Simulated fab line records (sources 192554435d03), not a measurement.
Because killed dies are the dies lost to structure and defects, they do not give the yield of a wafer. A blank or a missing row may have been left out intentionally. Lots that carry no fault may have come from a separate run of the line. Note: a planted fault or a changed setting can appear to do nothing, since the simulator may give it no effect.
Chamber matching :: flow n5 finfet :: N5_HKMG_FIN_CVD_62 on thermal cvd si-02 has 3 sister chambers
The step deposits a-Si from Si2H6, target thk 3 nm, time 20.8 s. 3 wafers are shown with their chamber, then 10 later ones without.

## WAFERS, EACH WITH ITS CHAMBER
wafer: L081.5
chamber: 0
heater power w (W): 1294

wafer: L091.1
chamber: 2
heater power w (W): 1173

wafer: L091.2
chamber: 1
heater power w (W): 1358

## WAFERS WITH NO CHAMBER GIVEN
wafer: L091.3
heater power w (W): 1318

wafer: L093.1
heater power w (W): 1356

wafer: L093.5
heater power w (W): 1181

wafer: L093.6
heater power w (W): 1400

wafer: L095.2
heater power w (W): 1177

wafer: L095.4
heater power w (W): 1299

wafer: L095.5
heater power w (W): 1166

wafer: L097.3
heater power w (W): 1268

wafer: L097.4
heater power w (W): 1251

wafer: L097.6
heater power w (W): 1195

## EACH ONE'S CHAMBER
wafer: L091.3
from the rows above: can't be placed: 0 or 1
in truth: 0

wafer: L093.1
from the rows above: 1
in truth: 1

wafer: L093.5
from the rows above: 2
in truth: 2

wafer: L093.6
from the rows above: 1
in truth: 1

wafer: L095.2
from the rows above: 2
in truth: 2

wafer: L095.4
from the rows above: 0
in truth: 0

wafer: L095.5
from the rows above: 2
in truth: 2

wafer: L097.3
from the rows above: 0
in truth: 0

wafer: L097.4
from the rows above: can't be placed: 0 or 2
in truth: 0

wafer: L097.6
from the rows above: 2
in truth: 2
Correct placement for 8 of the 10. Not placeable from these rows: 2 (in 2, the candidates include the true chamber). Number placed wrongly: 0.
How it was worked out, from the rows above alone: a wafer's distance from a chamber is the root of the sum, over the readings, of the square of ((its reading less the chamber's mean) divided by the reading's scatter). If the next closest chamber is less than 2 further off than the closest, the wafer can't be placed; otherwise it belongs to the closest. Each chamber's mean is taken over the wafers shown for it. The scatter: root of mean squared gap, hidden wafer to nearest shown wafer, with one shown wafer a chamber.
